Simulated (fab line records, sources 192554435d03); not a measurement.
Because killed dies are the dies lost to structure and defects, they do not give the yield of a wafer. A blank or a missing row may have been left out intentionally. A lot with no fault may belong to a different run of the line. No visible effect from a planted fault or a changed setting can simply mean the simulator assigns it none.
One fault seen from 2 desks -- flow n5Finfet -- only its own numbers are on each desk; what lay behind them is given at the end

METROLOGY DESK
Means of the sampled wafers that have a number, per lot and without regard to the tool the lot ran on: this is what the gauges read. Marked OUT: a lot whose mean sits more than 4 standard deviations from the usual mean, which makes it out of limits; the brackets give that distance.
Columns: A = trenchDepthNm at N5_BEOL_M8_OCD_MEAS_38, usual 93.5 nm; B = M8_THK at N5_BEOL_M8_THK_MEAS_53, usual 79.7 nm; C = M8_RS at N5_BEOL_M8_RS_MEAS_57, usual 0.286 ohm/sq
lot,first seen here,A,B,C
L717,day 10 07:36,91.6,77.1,0.292
L718,day 10 21:49,91.5,77.3,0.296
L720,day 11 04:58,106.2 (+7.5) OUT,94.6 (+7.4) OUT,0.249 (-4.8) OUT
L725,day 12 11:27,114.7 (+12) OUT,99.2 (+9.8) OUT,0.235 (-6.6) OUT
L728,day 13 14:32,92.2,78.5,0.294
L729,day 13 14:55,93.2,80.7,0.286
L730,day 13 15:08,94.1,79.7,0.288
L733,day 14 23:25,93.1,80.2,0.287
L736,day 15 01:28,93.9,79.9,0.287
This desk's verdict: out of limits on L720, L725, starting with L720 at day 11 04:58 (trenchDepthNm at N5_BEOL_M8_OCD_MEAS_38). Within limits: L717, L718, L728, L729, L730, L733, L736.

AT THE TOOL OWNER'S DESK: rieDiel-06
The tool's own readings at N5_BEOL_M8_TRENCH_ETCH_37 (etches SiCOH lowk in C4F6/O2, target depth 93.478 nm, time 31.2 s): means of the sampled wafers that have a number, for each lot that ran on this tool. Marked OUT: a lot whose mean sits more than 4 standard deviations from the usual mean, which makes it out of limits; the brackets give that distance.
Columns: A = drypumpMotorCurrentA at N5_BEOL_M8_TRENCH_ETCH_37, usual 5.7 A; B = oes_o_777_au at N5_BEOL_M8_TRENCH_ETCH_37, usual 0.82 a.u.; C = oesProductAu at N5_BEOL_M8_TRENCH_ETCH_37, usual 0.83 a.u.; D = rfVppV at N5_BEOL_M8_TRENCH_ETCH_37, usual 664 V; E = showerheadPlenumPTorr at N5_BEOL_M8_TRENCH_ETCH_37, usual 2.82 Torr; F = throttleValvePct at N5_BEOL_M8_TRENCH_ETCH_37, usual 20.92 %
lot,first seen here,A,B,C,D,E,F
L717,day 10 07:26,5.6,0.80,0.80,661,2.74,21.01
L718,day 10 21:40,5.3,0.75,0.77,665,2.76,21.11
L720,day 11 04:48,5.6,0.81,0.91,666,2.77,20.99
L725,day 12 11:17,6.0,0.82,0.97,664,2.77,21.02
This desk's verdict: no lot among the 4 shows anything out of limits.

TAKEN TOGETHER
On L720, L725, the metrology desk was in a position to raise an alarm at day 11 04:58.
The tool owner's desk saw nothing out of limits.
On record at the tool owner's desk: L720, L725, within its limits.
The lots listed all ran N5_BEOL_M8_TRENCH_ETCH_37 on rieDiel-06.

WHAT THE SIMULATOR HAD INSERTED
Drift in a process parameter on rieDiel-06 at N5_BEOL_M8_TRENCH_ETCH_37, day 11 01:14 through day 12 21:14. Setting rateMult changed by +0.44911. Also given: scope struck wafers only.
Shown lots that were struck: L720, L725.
Delay in hours, fault start to first out-of-limits reading, per desk: metrology desk 4.
